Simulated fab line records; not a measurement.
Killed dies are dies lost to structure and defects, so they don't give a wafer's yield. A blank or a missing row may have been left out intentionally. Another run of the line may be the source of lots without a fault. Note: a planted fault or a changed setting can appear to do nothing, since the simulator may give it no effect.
Which tool was responsible?	flow n5Finfet	Sampling: 11 lots, 32 wafers, 5 of 1938 route steps

WHAT THE GAUGES READ, wafer by wafer
N5_BEOL_M4_RC_MEAS_101.
lot	measured	on	DIBL_N (mV/V)
L823	day 8 06:25	prober-01	33.8 35.8 36.9
L824	day 8 06:00	prober-02	39.4 36.0 39.1
L827	day 9 04:03	prober-01	34.1 37.2 35.7
L829	day 9 14:43	prober-02	39.7 37.9 37.7
L831	day 9 22:42	prober-02	35.3 35.2
L833	day 10 05:26	prober-01	34.6 36.7 38.2
L835	day 11 06:01	prober-01	36.2 38.2 35.7
L837	day 11 12:26	prober-02	37.0 34.1 35.9
L846	day 13 18:54	prober-02	37.6 35.1 38.3

TOOL THAT RAN EACH LOT (tool first, then ch and the chambers of the sampled wafers, then the start)
lot	N5_HKMG_FIN_ALD_21	N5_HKMG_FIN_ALD_72	N5_HKMG_FIN_W_FILL_22	N5_HKMG_FIN_CMP_94
L823	aldMetal-04 ch 0,1, day 4 09:16	cvdW-01 ch 0,1, day 4 09:37	cvdW-01 ch 0,1, day 4 09:41	cmp-02 ch 1,2,3, day 4 10:20
L824	aldMetal-04 ch 0,2, day 4 11:10	cvdW-01 ch 0,1, day 4 11:32	cvdW-01 ch 0,1, day 4 11:35	cmp-02 ch 0,2, day 4 12:11
L827	aldMetal-03 ch 0,1,3, day 5 07:11	cvdW-02 ch 0,1, day 5 07:33	cvdW-02 ch 0,1, day 5 07:37	cmp-02 ch 0,1,3, day 5 08:12
L829	aldMetal-03 ch 0,1,3, day 5 21:10	cvdW-01 ch 0,1, day 5 21:33	cvdW-01 ch 0,1, day 5 21:36	cmp-01 ch 0,1, day 5 22:11
L831	aldMetal-04 ch 0,1, day 6 04:00	cvdW-01 ch 0,1, day 6 04:22	cvdW-01 ch 0,1, day 6 04:26	cmp-02 ch 1,3, day 6 05:02
L833	aldMetal-03 ch 0,1,2, day 6 17:46	cvdW-01 ch 0,1, day 6 18:08	cvdW-01 ch 0,1, day 6 18:13	cmp-01 ch 1,2,3, day 6 18:52
L835	aldMetal-03 ch 0,1,2, day 7 10:58	cvdW-01 ch 0,1, day 7 11:19	cvdW-01 ch 0,1, day 7 11:23	cmp-01 ch 0,1,3, day 7 12:11
L837	aldMetal-01 ch 0,1,3, day 7 20:01	cvdW-01 ch 0,1, day 7 20:23	cvdW-01 ch 0,1, day 7 20:26	cmp-03 ch 2,3, day 7 21:02
L836	aldMetal-03 ch 1,2,3, day 7 20:45	cvdW-02 ch 0,1, day 7 21:07	cvdW-02 ch 0,1, day 7 21:10	cmp-03 ch 0,2,3, day 7 21:46
L838	aldMetal-04 ch 2,3, day 8 09:05	cvdW-02 ch 0,1, day 8 09:26	cvdW-02 ch 0,1, day 8 09:30	cmp-02 ch 0,1,3, day 8 10:07
L846	aldMetal-01 ch 0,1, day 10 02:16	cvdW-01 ch 0,1, day 10 02:38	cvdW-01 ch 0,1, day 10 02:41	cmp-01 ch 2,3, day 10 03:18
- N5_HKMG_FIN_ALD_21: deposits TiN, target thk 1.5 nm, pulse time 1 s, purge time 3 s.
- N5_HKMG_FIN_ALD_72: deposits W, target thk 2 nm, pulse time 1 s, purge time 2 s.
- N5_HKMG_FIN_W_FILL_22: material W, target thk 60 nm, time 18.2 s.
- N5_HKMG_FIN_CMP_94: polishes, stops on SiNx, t overpolish 4.7 s, target thk 43.299 nm.

THE ANSWER, worked out from the rows above alone
Rule: the lots themselves supply what counts as usual. The widest of any qualifying gaps counts: lots, ordered by their means at a reading, are off when they make up no more than a third of the lots, leave a main group of 4 or more, and stand apart from it by 3 or more times the standard deviation of that group's means. If all means in a main group match to the digits the tables above print for the reading, that group is not used. A lot without any number at a reading at which 4 lots or more have one is off too. Any other lot the step has rows for is counted as sound.
Across all readings shown, no lot is off: no conclusion can be drawn from this.

WHAT THE SIMULATOR PUT IN
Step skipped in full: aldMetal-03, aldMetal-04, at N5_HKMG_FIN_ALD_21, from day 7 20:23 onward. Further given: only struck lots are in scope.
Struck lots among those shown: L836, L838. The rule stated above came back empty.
